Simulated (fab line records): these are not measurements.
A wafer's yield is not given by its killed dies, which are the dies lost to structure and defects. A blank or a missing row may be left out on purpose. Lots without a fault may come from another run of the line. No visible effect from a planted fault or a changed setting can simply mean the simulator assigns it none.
Chamber matching -- flow n5Finfet -- N5_HKMG_FIN_ALD_74 on aldHk-02 has 4 sister chambers
The step deposits La2O3, target thk 0.5 nm, pulse time 6 s, co reactant pulse time 1 s. 22 wafers are shown with their chamber, then 11 later ones without.

WAFERS PAIRED WITH THEIR CHAMBERS
wafer,chamber,heaterPowerW (W),heaterPowerOuterW (W),susceptorTempC (C)
L074.3,3,347,176,250.01
L074.4,0,365,190,249.91
L074.6,2,317,183,249.78
L075.1,1,341,191,250.19
L075.3,0,364,188,249.73
L075.5,3,348,180,249.98
L076.3,0,363,193,249.98
L076.5,3,326,177,249.86
L076.6,0,356,195,250.05
L080.1,0,368,200,250.01
L080.2,3,341,175,249.82
L080.3,1,328,192,250.15
L081.1,3,339,173,250.12
L081.3,1,344,190,250.20
L081.6,0,378,193,250.14
L086.1,1,343,187,250.18
L086.2,0,365,195,249.77
L086.3,2,326,180,250.34
L088.1,2,320,178,250.07
L088.3,1,341,189,249.88
L088.6,0,369,189,249.83
L089.3,0,366,189,249.99

SIGNATURES, as means of the wafers listed above
reading,chamber 0,chamber 1,chamber 2,chamber 3,scatter within a chamber
heaterPowerW,366.00,339.40,321.00,340.20,6.64
heaterPowerOuterW,192.44,189.80,180.33,176.20,3.11
susceptorTempC,249.9344,250.1200,250.0633,249.9580,0.155
Rule: distance of a wafer from a chamber = root of the sum over the readings of ((wafer's reading minus chamber's mean) / reading's scatter) squared. The wafer belongs to the nearest chamber; if the next one is less than 2 further off, it can't be placed. How the scatter is found: for the shown wafers, subtract from each reading the mean of its chamber, square and add these, divide the total by (wafers less chambers), then take the root.

WAFERS WITH NO CHAMBER GIVEN
wafer,heaterPowerW (W),heaterPowerOuterW (W),susceptorTempC (C)
L089.4,314,181,250.07
L089.6,336,181,250.09
L091.2,364,191,249.93
L091.4,342,185,250.11
L091.5,338,194,249.84
L095.2,326,189,250.35
L095.3,335,174,249.81
L095.5,339,192,250.14
L096.2,359,191,250.26
L096.4,333,190,250.15
L096.6,315,185,250.28

WHICH CHAMBER EACH WENT THROUGH
wafer,from the rows above,in truth
L089.4,2,2
L089.6,can't be placed: 3 or 2 or 1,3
L091.2,0,0
L091.4,can't be placed: 1 or 3 or 2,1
L091.5,1,1
L095.2,can't be placed: 1 or 2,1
L095.3,can't be placed: 3 or 2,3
L095.5,1,1
L096.2,can't be placed: 0 or 1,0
L096.4,1,1
L096.6,can't be placed: 2 or 1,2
5 of 11 placed correctly. Unplaceable from these rows: 6, with the true chamber sitting among the candidates in 6. Wrongly placed: 0.
